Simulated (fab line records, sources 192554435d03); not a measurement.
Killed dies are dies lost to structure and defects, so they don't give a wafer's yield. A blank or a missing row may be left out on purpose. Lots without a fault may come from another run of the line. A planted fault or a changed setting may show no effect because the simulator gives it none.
fab line records | flow n5_finfet
record lots=4 wafers=12 last_day=19
route steps=1938 shown BEOL_M4@1099 BEOL_M5@1112 BEOL_M9@1458 PASSIVATION@1936
lots that met no fault: from a run of the same line without faults
start_h: hours from the record's first day to the start of the lot's first wafer shown | wait_h: hours since the lot's step before | " the same as in the row above | L1.1+2: a row that stands for several wafers | - no value, or no start given | * or withheld: withheld | < > ~ a bound
route shown NAME@n: a module of which the file shows steps, and the number in the route of the first | usual: mean/standard deviation of fault-free wafers | same: alike in all rows | chamber/n: place in a boat | sites: the reading at each site | _std_site: their standard deviation | _edge_site: outer sites' mean less inner sites' | radius_mm: how far each site lies from the wafer's centre | mask NAME#n: copy n | behind: the tool/chamber that last shaped the wafer | hold: why the lot was held/for how many hours/how that ended | device: the transistor (n, p or np) that didn't switch | end of line: the same wafers' tests at the end of the route | a step without rows: its recipe alone | killed: dies lost to structure and defects at the first sort, not the wafer's yield | map: a wafer's dies, x killed, . not, _ none there
set.NAME: the setting as run; set.NAME@STEP: as run at that earlier step | model.NAME: the simulator's own value behind a step, which no gauge read
lots at some steps of the route; a table a step, a row a wafer
services: from which hour (start_h, from the record's first day; less than 0 if before it) a tool's chamber was out of use, for how many hours, and why
## steps
# step N5_BEOL_M4_ANNEAL_95
# recipe temp_c=400 time_s=240 ambient=vacuum
# step N5_BEOL_M4_SPUTTER_96
# recipe material=Cu target_thk_a=45 temp_c=-20 chamber_pressure_pa=0.07 power_w=withheld time_s=8.29
# step N5_BEOL_M4_ECD_50
# recipe material=Cu target_thk_a=3000
# step N5_BEOL_M4_ANNEAL_51
# recipe temp_c=225 time_s=90 ambient=N2
# step N5_BEOL_M4_CMP_52
# recipe stop_on=SiOC t_overpolish_s=6.8 down_force_psi=1 platen_rpm=50 clearing_platen_down_force_psi=1.5 clearing_platen_rpm=50 post_cmp_clean=cu_alkaline target_thk_nm=40 clearing_platen_pad_velocity_m_s=0.99484 pad_velocity_m_s=0.99484
# step N5_BEOL_M4_PRE_CLEAN_60
# recipe gas=NH3/H2 time_s=15 temp_c=* rf_power_w=300
# step N5_BEOL_M4_CO_CAP_55
# recipe material=Co target_thk_a=20 temp_c=200 precursor=CCTBA/H2 pressure_torr=30 time_s=102.1
# step N5_BEOL_M4_PRE_CLEAN_56
# recipe gas=NH3 time_s=15 temp_c=withheld rf_power_w=300
# step N5_BEOL_M4_DEP_57
# recipe material=SiCN target_thk_a=80 temp_c=withheld precursor=3MS/NH3 pressure_torr=3 rf_w=202 time_s=14
# step N5_BEOL_M4_RC_MEAS_101
# usual DIBL_N=36.6/2.1 DIBL_P=36.5/2.7 IOFF_N=0.17/0.043 IOFF_P=0.22/0.045 ION_N=674/17 ION_P=461/9.9 SS_N=71.7/0.79 SS_P=73.4/0.79 VT_N=249/4 VT_P=-250/3.3
# columns lot.wafer tool chamber start_h wait_h DIBL_N[mV/V] DIBL_P[mV/V] IOFF_N[nA/um] IOFF_P[nA/um] ION_N[uA/um] ION_P[uA/um] SS_N[mV/dec] SS_P[mV/dec] VT_N[mV] VT_P[mV]
L350.2 prober-01 0 267.99 0.2 34.6 35.1 0.13 0.18 658 449 71.1 73.7 255 -252
L350.3 " 0 " " 34.7 35.6 0.15 0.21 680 465 71.0 72.8 247 -249
L350.6 " 0 " " 33.9 34.1 0.12 0.17 658 456 71.0 72.2 253 -253
L347.1 prober-01 0 269.67 0.0 31.0 30.4 0.08 0.12 637 446 70.1 71.2 258 -256
L347.2 " 0 " " 34.9 35.7 0.13 0.18 663 457 71.5 73.3 251 -252
L347.5 " 0 " " 37.1 37.9 0.18 0.22 690 466 71.4 73.8 248 -250
L345.2 prober-02 0 270.02 0.2 35.3 35.3 0.13 0.20 658 458 72.1 73.5 253 -251
L345.4 " 0 " " 31.7 32.5 0.10 0.16 659 458 70.4 72.1 259 -252
L345.6 " 0 " " 33.7 34.8 0.12 0.19 655 465 71.2 73.1 254 -251
L354.1 prober-02 0 340.49 0.0 35.9 32.9 0.12 0.15 661 450 71.2 72.7 254 -257
L354.2 " 0 " " 36.8 34.8 0.13 0.16 659 450 71.7 73.7 255 -255
L354.6 " 0 " " 37.4 35.9 0.16 0.19 685 461 72.0 73.0 251 -252
# step N5_BEOL_M5_ILD_DEP_00
# recipe material=SiCOH_lowk target_thk_a=1406.4 temp_c=300 precursor=DEMS/porogen pressure_torr=5 rf_w=500 time_s=25.9
# step N5_BEOL_M5_CURE_79
# recipe temp_c=385 time_s=240 ambient=He/Ar material=SiCOH_lowk
# step N5_BEOL_M5_PECVD_70
# recipe material=SiO2 target_thk_a=160 temp_c=400 precursor=TEOS/O2 pressure_torr=5.5 rf_w=450 teos_flow_sccm=53.8 gas=O2 flow_sccm=3000 time_s=18
# step N5_BEOL_M5_HM_DEP_02
# recipe material=TiN target_thk_a=200 temp_c=25 chamber_pressure_pa=0.49996
# step N5_BEOL_M5_COAT_59
# recipe resist=SOC temp_c=250 time_s=60 spin_rpm=1500 resist_thk_nm=60
# step N5_BEOL_M5_COAT_60
# recipe resist=SiARC temp_c=220 time_s=60 spin_rpm=1500 resist_thk_nm=12
# step N5_BEOL_M5_COAT_71
# recipe resist=underlayer temp_c=205 time_s=60 spin_rpm=1500 resist_thk_nm=5
# step N5_BEOL_M5_COAT_05
# recipe resist=CAR-EUV spin_rpm=1500 resist_thk_nm=30
# step N5_BEOL_M5_EBR_07
# recipe solvent=PGMEA ebr_width_mm=1.5
# step N5_BEOL_M5_SOFTBAKE_06
# recipe temp_c=110 time_s=60 resist=CAR-EUV
# step N5_BEOL_M5_EXPOSE_08
# recipe mask_id=M5 na=0.33 source_shape=annular sigma_inner=0.4 sigma_outer=0.8 polarization=unpolarized target_cd_nm=28 dose_mj=35.75
# step N5_BEOL_M5_PEB_09
# recipe peb_temp_c=100 peb_time_s=60 resist=CAR-EUV
# step N5_BEOL_M5_DEVELOP_10
# recipe develop_time_s=30 developer=TMAH resist=CAR-EUV rinse_liquid=surfactant_rinse dry=air_spin dev_temp_c=23
# step N5_BEOL_M5_DESCUM_16
# recipe chemistry=O2 time_s=7 source_power_w=50 bias_power_w=20 pressure_mtorr=20 rf_frequency_hz=2.712e+07 temp_c=40 resist=CAR-EUV o2_flow_sccm=225
# step N5_BEOL_M5_ETCH_72
# recipe chemistry=N2/H2 target=underlayer target_depth_a=65 mask_material=CAR-EUV time_s=5.2 ion_energy_ev=200 pressure_mtorr=30 source_w=840 bias_w=150 n2_flow_sccm=200 h2_flow_sccm=200 ends=cleared
# step N5_BEOL_M5_ETCH_61
# recipe chemistry=CF4 target=SiARC target_depth_a=156 mask_material=CAR-EUV time_s=26 ion_energy_ev=80 pressure_mtorr=40 source_w=545 bias_w=36 Ar_flow_sccm=100 cf4_flow_sccm=100 ends=cleared
# step N5_BEOL_M5_ETCH_62
# recipe chemistry=N2/H2 target=SOC target_depth_a=750 overetch_a=150 mask_material=SiARC temp_c=40 time_s=112.5 ion_energy_ev=200 pressure_mtorr=30 source_w=840 bias_w=150 n2_flow_sccm=200 h2_flow_sccm=200
# step N5_BEOL_M5_STRIP_63
# recipe chemistry=N2/H2 temp_c=40 n2_flow_sccm=200 h2_flow_sccm=200 rf_frequency_hz=6e+07
# step N5_BEOL_M5_STRIP_73
# recipe chemistry=N2/H2 temp_c=40 n2_flow_sccm=200 h2_flow_sccm=200 rf_frequency_hz=6e+07
# step N5_BEOL_M5_STRIP_64
# recipe chemistry=CF4 resist=SiARC power_w=300 bias_power_w=75 pressure_mtorr=50 cf4_flow_sccm=150 rf_frequency_hz=6e+07
# step N5_BEOL_M5_HM_OPEN_17
# recipe chemistry=Cl2/BCl3 target_depth_a=200 overetch_a=60 target=TiN mask_material=SOC ion_energy_ev=150 pressure_mtorr=10 icp_w=1000 bias_w=126 Cl2_flow_sccm=53.25 bcl3_flow_sccm=21.75 Ar_flow_sccm=25
# step N5_BEOL_M5_STRIP_19
# recipe chemistry=O2 power_w=400 temp_c=40 pressure_mtorr=30 rf_frequency_hz=6e+07 bias_power_w=0 overash_fraction=0.2 o2_flow_sccm=225
# step N5_BEOL_M5_COAT_65
# recipe resist=SOC temp_c=250 time_s=60 spin_rpm=1500 resist_thk_nm=60
# step N5_BEOL_M5_COAT_66
# recipe resist=SiARC temp_c=220 time_s=60 spin_rpm=1500 resist_thk_nm=12
# step N5_BEOL_M9_ALD_74
# recipe material=TaN target_thk_a=20 temp_c=275 ald_precursor_family=PDMAT ald_co_reactant=NH3 pressure_torr=3 carrier_flow_sccm=1500 pulse_time_s=2 purge_time_s=3 co_reactant_purge_time_s=2 co_reactant_pulse_time_s=3 ald_cycles=40 precursor_vessel_temp_c=75 precursor_vessel_pressure_torr=26.25 precursor_vessel_carrier_sccm=1000
# usual ald_cycles=40/0 chamber_pressure_Torr=3.000/0.0068 heater_power_w=427/59 precursor_vessel_pressure_torr=26.26/0.055
# columns lot.wafer tool chamber start_h wait_h ald_cycles chamber_pressure_Torr heater_power_w precursor_vessel_pressure_torr
L347.1 ald_metal-02 1 314.24 0.1 - - - -
L347.2 " 2 " " - - - -
L347.5 " 3 " " - - - -
L350.2 ald_metal-02 2 314.83 0.0 40 3.008 412 26.33
L350.3 " 1 " " 40 2.989 546 26.22
L350.6 " 2 " " 40 3.005 419 26.30
L345.2 ald_metal-01 2 315.61 0.1 - - - -
L345.4 " 1 " " - - - -
L345.6 " 0 " " - - - -
L354.1 ald_metal-02 0 384.12 0.0 40 3.002 483 26.28
L354.2 " 1 " " 40 2.991 562 26.26
L354.6 " 2 " " 40 2.998 411 26.30
# step N5_BEOL_M9_CMP_52
# recipe stop_on=SiCOH_lowk t_overpolish_s=7 down_force_psi=1 platen_rpm=50 clearing_platen_down_force_psi=1.5 clearing_platen_rpm=50 post_cmp_clean=cu_alkaline target_thk_nm=140 clearing_platen_pad_velocity_m_s=0.99484 pad_velocity_m_s=0.99484
# usual barrier_field_endpoint_s=28.7/0.78 clearing_platen_down_force_psi=1.500/0.0032 motor_current_A=6.1/0.62 slurry_filter_dp_kPa=13.49/0.12
# columns lot.wafer tool chamber start_h wait_h barrier_field_endpoint_s clearing_platen_down_force_psi motor_current_A slurry_filter_dp_kPa
L347.2 cmp-04 2 315.58 0.2 25.6 1.501 5.8 13.59
L347.1 " 3 " " 25.0 1.498 6.6 13.28
L347.5 " 2 " " 26.4 1.500 5.6 13.62
L350.2 cmp-03 1 316.14 0.2 29.0 1.501 7.6 13.44
L350.3 " 2 " " 29.3 1.499 6.4 13.28
L350.6 " 2 " " 28.3 1.501 6.4 13.51
L345.2 cmp-02 1 316.71 0.2 27.2 1.500 6.5 13.59
L345.4 " 2 " " 27.7 1.502 6.7 13.64
L345.6 " 1 " " 25.7 1.500 7.0 13.44
L354.1 cmp-04 1 386.50 0.3 28.5 1.497 6.1 13.56
L354.2 " 0 " " 29.8 1.497 6.2 13.51
L354.6 " 2 " " 29.1 1.500 5.5 13.66
# step N5_PASSIVATION_PROBE_49
# usual defect_limited_yield=91.5/1.7 killed_at_M0_to_M3=33/11 killed_at_M4_up=13/5.2 killed_at_contacts=11/5.7 killed_at_front_end=39/11 killed_at_other=4/3 killed_dies=101/20 killed_on_rim=13/4.1 killed_open=66/15 killed_short=33/8.4 sort_bin_4_leakage=0.01/0.073 sort_bin_5_function=5.0/1.1 sort_bin_6_memory=3.2/0.69 sort_n_pass=1078/20 sort_yield_pct=91.4/1.7
# same gross_dies=1180 killed_at_back_side=0 sort_bin_8_speed[%]=0
# columns lot.wafer tool chamber start_h wait_h defect_limited_yield[%] killed_at_M0_to_M3 killed_at_M4_up killed_at_contacts killed_at_front_end killed_at_other killed_dies killed_on_rim killed_open killed_short sort_bin_4_leakage[%] sort_bin_5_function[%] sort_bin_6_memory[%] sort_n_pass sort_yield_pct[%]
L345.2 prober-02 - 371.51 0.1 0 38 1086 5 51 0 1180 152 62 36 91.69 5.0 2.9 0 0
L345.4 prober-02 - 371.61 0.2 0 41 1109 7 21 2 1180 152 58 24 92.97 3.9 2.7 0 0
L345.6 prober-02 - 371.71 0.3 0 56 1083 7 33 1 1180 152 72 31 91.19 5.3 3.1 0 0
L347.1 prober-01 - 372.54 0.0 0 27 1109 12 29 3 1180 152 53 25 93.39 3.7 2.6 0 0
L347.2 prober-01 - 372.59 0.1 0 54 1091 2 32 1 1180 152 60 39 91.61 4.5 3.8 0 0
L347.5 prober-01 - 372.74 0.2 0 68 1044 11 49 8 1180 152 98 56 86.95 7.4 4.9 0 0
L350.2 prober-01 - 378.59 0.1 92.3 31 12 11 35 2 91 16 62 29 0 4.7 3.0 1089 92.3
L350.3 prober-01 - 378.64 0.1 92.9 22 18 9 33 2 84 10 51 32 0 4.0 2.8 1096 92.9
L350.6 prober-01 - 378.79 0.3 91.0 32 11 12 49 2 106 20 62 35 0 5.3 2.6 1074 91.0
L354.1 prober-02 - 447.81 0.0 91.9 24 15 11 39 6 95 14 56 34 0 4.7 3.2 1085 91.9
L354.2 prober-02 - 447.86 0.1 92.6 30 15 13 27 2 87 11 52 32 0 4.1 3.2 1093 92.6
L354.6 prober-02 - 448.06 0.3 91.9 21 16 3 40 15 95 12 61 32 0 4.5 3.4 1085 91.9
# killed by level:class
L345.2 BEOL_M9:area_ald=1079 FIN_SAQP:geometric_particle:short=13 BEOL_M2:geometric_particle:open=13 BEOL_M3:geometric_particle:open=9 STI_FIN_REVEAL:geometric_particle:open=8 FIN_SAQP:geometric_particle:open=7 DUMMY_GATE:geometric_particle:open=5 MOL_CONTACT_COAG:geometric_particle:open=5
L345.4 BEOL_M9:area_ald=1097 BEOL_M3:geometric_particle:open=13 GATE_CUT:geometric_particle:short=7 MOL_CONTACT_COAG:geometric_particle:open=7 BEOL_M1:geometric_particle:open=7 STI_FIN_REVEAL:geometric_particle:open=6 BEOL_M0_SAQP:geometric_particle:short=6 BEOL_M4:geometric_particle:open=6
L345.6 BEOL_M9:area_ald=1075 STI_FIN_REVEAL:geometric_particle:open=15 BEOL_M2:geometric_particle:open=15 BEOL_M3:geometric_particle:open=14 BEOL_M0_SAQP:geometric_particle:open=10 BEOL_M0_SAQP:geometric_particle:short=6 MOL_CONTACT_COAG:geometric_particle:open=4 STI_FIN_REVEAL:geometric_particle:short=3
L347.1 BEOL_M9:area_ald=1100 MOL_CONTACT_COAG:geometric_particle:open=10 BEOL_M0_SAQP:geometric_particle:open=7 FIN_SAQP:geometric_particle:open=6 BEOL_M0_SAQP:geometric_particle:short=6 BEOL_M4:geometric_particle:open=6 STI_FIN_REVEAL:geometric_particle:open=4 BEOL_M3:geometric_particle:open=4
L347.2 BEOL_M9:area_ald=1080 BEOL_M0_SAQP:geometric_particle:short=21 BEOL_M0_SAQP:geometric_particle:open=14 BEOL_M3:geometric_particle:open=9 BEOL_M2:geometric_particle:open=7 BEOL_M4:geometric_particle:open=7 FIN_SAQP:geometric_particle:short=6 FIN_SAQP:geometric_particle:open=6
L347.5 BEOL_M9:area_ald=1024 BEOL_M0_SAQP:geometric_particle:short=28 BEOL_M0_SAQP:geometric_particle:open=27 BEOL_M4:geometric_particle:open=14 MOL_CONTACT_COAG:geometric_particle:open=10 FIN_SAQP:geometric_particle:open=9 FIN_SAQP:geometric_particle:short=9 STI_FIN_REVEAL:geometric_particle:open=7
L350.2 FIN_SAQP:geometric_particle:short=11 BEOL_M2:geometric_particle:open=11 FIN_SAQP:geometric_particle:open=9 BEOL_M0_SAQP:geometric_particle:open=7 STI_FIN_REVEAL:geometric_particle:open=6 MOL_CONTACT_COAG:geometric_particle:open=6 MOL_CONTACT_COAG:geometric_particle:short=5 BEOL_M1:geometric_particle:open=5
L350.3 FIN_SAQP:geometric_particle:short=9 FIN_SAQP:geometric_particle:open=9 BEOL_M2:geometric_particle:open=8 MOL_CONTACT_COAG:geometric_particle:open=7 BEOL_M4:geometric_particle:open=7 GATE_CUT:geometric_particle:short=4 BEOL_M0_SAQP:geometric_particle:open=4 BEOL_M0_SAQP:geometric_particle:short=3
L350.6 STI_FIN_REVEAL:geometric_particle:open=12 MOL_CONTACT_COAG:geometric_particle:open=10 HKMG_FIN:area_etch=9 FIN_SAQP:geometric_particle:short=8 BEOL_M0_SAQP:geometric_particle:short=7 BEOL_M3:geometric_particle:open=6 BEOL_M0_SAQP:geometric_particle:open=6 FIN_SAQP:geometric_particle:open=5
L354.1 FIN_SAQP:geometric_particle:open=10 MOL_CONTACT_COAG:geometric_particle:open=10 FIN_SAQP:geometric_particle:short=9 STI_FIN_REVEAL:geometric_particle:open=7 BEOL_M3:geometric_particle:short=5 BEOL_M4:geometric_particle:open=5 BEOL_M2:geometric_particle:open=4 BEOL_M3:geometric_particle:open=4
L354.2 MOL_CONTACT_COAG:geometric_particle:open=10 FIN_SAQP:geometric_particle:open=6 STI_FIN_REVEAL:geometric_particle:open=6 BEOL_M0:geometric_particle:short=6 BEOL_M1:geometric_particle:short=6 BEOL_M3:geometric_particle:open=6 BEOL_M0:geometric_particle:open=5 BEOL_M4:geometric_particle:open=5
L354.6 FIN_SAQP:geometric_particle:open=11 STI_FIN_REVEAL:geometric_particle:open=8 GATE_CUT:geometric_particle:short=6 BEOL_M3:geometric_particle:open=6 BEOL_M4:geometric_particle:open=5 FIN_SAQP:geometric_particle:short=4 BEOL_M2:geometric_particle:open=4 PASS1_CAP:geometric_particle:open=4
# map L345.2 (x killed, . not)
_________________xxxxxxxxxxxx________________
______________xxxxxxxxxxxxxxxxxx_____________
___________xxxxxxxxxxxxxxxxxxxxxxxx__________
__________xxxxxxxxxxxxxxxxxxxxxxxxxx_________
________xxxxxxxxxxxxxxxxxxxxxxxxxxxxxx_______
_______xxxxxxxxxxxxxxxxxxxxxxxxxxxxxxxx______
______xxxxxxxxxxxxxxxxxxxxxxxxxxxxxxxxxx_____
_____xxxxxxxxxxxxxxxxxxxxxxxxxxxxxxxxxxxx____
____xxxxxxxxxxxxxxxxxxxxxxxxxxxxxxxxxxxxxx___
___xxxxxxxxxxxxxxxxxxxxxxxxxxxxxxxxxxxxxxxx__
___xxxxxxxxxxxxxxxxxxxxxxxxxxxxxxxxxxxxxxxx__
__xxxxxxxxxxxxxxxxxxxxxxxxxxxxxxxxxxxxxxxxxx_
__xxxxxxxxxxxxxxxxxxxxxxxxxxxxxxxxxxxxxxxxxx_
_xxxxxxxxxxxxxxxxxxxxxxxxxxxxxxxxxxxxxxxxxxxx
_xxxxxxxxxxxxxxxxxxxxxxxxxxxxxxxxxxxxxxxxxxxx
_xxxxxxxxxxxxxxxxxxxxxxxxxxxxxxxxxxxxxxxxxxxx
_xxxxxxxxxxxxxxxxxxxxxxxxxxxxxxxxxxxxxxxxxxxx
_xxxxxxxxxxxxxxxxxxxxxxxxxxxxxxxxxxxxxxxxxxxx
_xxxxxxxxxxxxxxxxxxxxxxxxxxxxxxxxxxxxxxxxxxxx
_xxxxxxxxxxxxxxxxxxxxxxxxxxxxxxxxxxxxxxxxxxxx
_xxxxxxxxxxxxxxxxxxxxxxxxxxxxxxxxxxxxxxxxxxxx
__xxxxxxxxxxxxxxxxxxxxxxxxxxxxxxxxxxxxxxxxxx_
__xxxxxxxxxxxxxxxxxxxxxxxxxxxxxxxxxxxxxxxxxx_
___xxxxxxxxxxxxxxxxxxxxxxxxxxxxxxxxxxxxxxxx__
___xxxxxxxxxxxxxxxxxxxxxxxxxxxxxxxxxxxxxxxx__
____xxxxxxxxxxxxxxxxxxxxxxxxxxxxxxxxxxxxxx___
_____xxxxxxxxxxxxxxxxxxxxxxxxxxxxxxxxxxxx____
______xxxxxxxxxxxxxxxxxxxxxxxxxxxxxxxxxx_____
_______xxxxxxxxxxxxxxxxxxxxxxxxxxxxxxxx______
________xxxxxxxxxxxxxxxxxxxxxxxxxxxxxx_______
__________xxxxxxxxxxxxxxxxxxxxxxxxxx_________
___________xxxxxxxxxxxxxxxxxxxxxxxx__________
______________xxxxxxxxxxxxxxxxxx_____________
_________________xxxxxxxxxxxx________________
# map L347.1 (x killed, . not)
_________________xxxxxxxxxxxx________________
______________xxxxxxxxxxxxxxxxxx_____________
___________xxxxxxxxxxxxxxxxxxxxxxxx__________
__________xxxxxxxxxxxxxxxxxxxxxxxxxx_________
________xxxxxxxxxxxxxxxxxxxxxxxxxxxxxx_______
_______xxxxxxxxxxxxxxxxxxxxxxxxxxxxxxxx______
______xxxxxxxxxxxxxxxxxxxxxxxxxxxxxxxxxx_____
_____xxxxxxxxxxxxxxxxxxxxxxxxxxxxxxxxxxxx____
____xxxxxxxxxxxxxxxxxxxxxxxxxxxxxxxxxxxxxx___
___xxxxxxxxxxxxxxxxxxxxxxxxxxxxxxxxxxxxxxxx__
___xxxxxxxxxxxxxxxxxxxxxxxxxxxxxxxxxxxxxxxx__
__xxxxxxxxxxxxxxxxxxxxxxxxxxxxxxxxxxxxxxxxxx_
__xxxxxxxxxxxxxxxxxxxxxxxxxxxxxxxxxxxxxxxxxx_
_xxxxxxxxxxxxxxxxxxxxxxxxxxxxxxxxxxxxxxxxxxxx
_xxxxxxxxxxxxxxxxxxxxxxxxxxxxxxxxxxxxxxxxxxxx
_xxxxxxxxxxxxxxxxxxxxxxxxxxxxxxxxxxxxxxxxxxxx
_xxxxxxxxxxxxxxxxxxxxxxxxxxxxxxxxxxxxxxxxxxxx
_xxxxxxxxxxxxxxxxxxxxxxxxxxxxxxxxxxxxxxxxxxxx
_xxxxxxxxxxxxxxxxxxxxxxxxxxxxxxxxxxxxxxxxxxxx
_xxxxxxxxxxxxxxxxxxxxxxxxxxxxxxxxxxxxxxxxxxxx
_xxxxxxxxxxxxxxxxxxxxxxxxxxxxxxxxxxxxxxxxxxxx
__xxxxxxxxxxxxxxxxxxxxxxxxxxxxxxxxxxxxxxxxxx_
__xxxxxxxxxxxxxxxxxxxxxxxxxxxxxxxxxxxxxxxxxx_
___xxxxxxxxxxxxxxxxxxxxxxxxxxxxxxxxxxxxxxxx__
___xxxxxxxxxxxxxxxxxxxxxxxxxxxxxxxxxxxxxxxx__
____xxxxxxxxxxxxxxxxxxxxxxxxxxxxxxxxxxxxxx___
_____xxxxxxxxxxxxxxxxxxxxxxxxxxxxxxxxxxxx____
______xxxxxxxxxxxxxxxxxxxxxxxxxxxxxxxxxx_____
_______xxxxxxxxxxxxxxxxxxxxxxxxxxxxxxxx______
________xxxxxxxxxxxxxxxxxxxxxxxxxxxxxx_______
__________xxxxxxxxxxxxxxxxxxxxxxxxxx_________
___________xxxxxxxxxxxxxxxxxxxxxxxx__________
______________xxxxxxxxxxxxxxxxxx_____________
_________________xxxxxxxxxxxx________________
## services
# columns tool chamber start_h hours kind
cmp-04 - 296.31 1.8 repair
ald_metal-01 2 325.11 29.9 repair
cmp-02 - 325.52 3.7 pm
ald_metal-01 - 339.55 6.0 pm
cmp-04 - 341.81 5.5 pm
ald_metal-01 - 350.12 1.0 repair
cmp-04 - 383.28 0.5 repair
## key
first_sign step=N5_BEOL_M9_ALD_74 reading=tool_record direction=missing
effect step=N5_BEOL_M9_CMP_52 reading=barrier_field_endpoint_s direction=down sigmas=3.1 usual=28.7 struck=26.3
effect step=N5_PASSIVATION_PROBE_49 reading=sort_bin_4_leakage direction=up sigmas=99+ usual=0.01 struck=91.30
more_kills_born_at N5_BEOL_M9_ALD_74@ald_metal-01=3255 N5_BEOL_M9_ALD_74@ald_metal-02=3209
met_at N5_BEOL_M9_ALD_74
struck_wafers L345.2,L345.4,L345.6,L347.1,L347.2,L347.5
later_rows_left_out L345.2,L345.4,L345.6,L347.1,L347.2,L347.5
fault kind=skipped_step_whole tool=ald_metal-01,ald_metal-02 chamber=- onset_h=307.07 steps=N5_BEOL_M9_ALD_74 scope=struck_lots_only
# later_rows_left_out: the simulator's readings of these wafers behind a module that went badly wrong aren't trusted and aren't shown, but for the sort
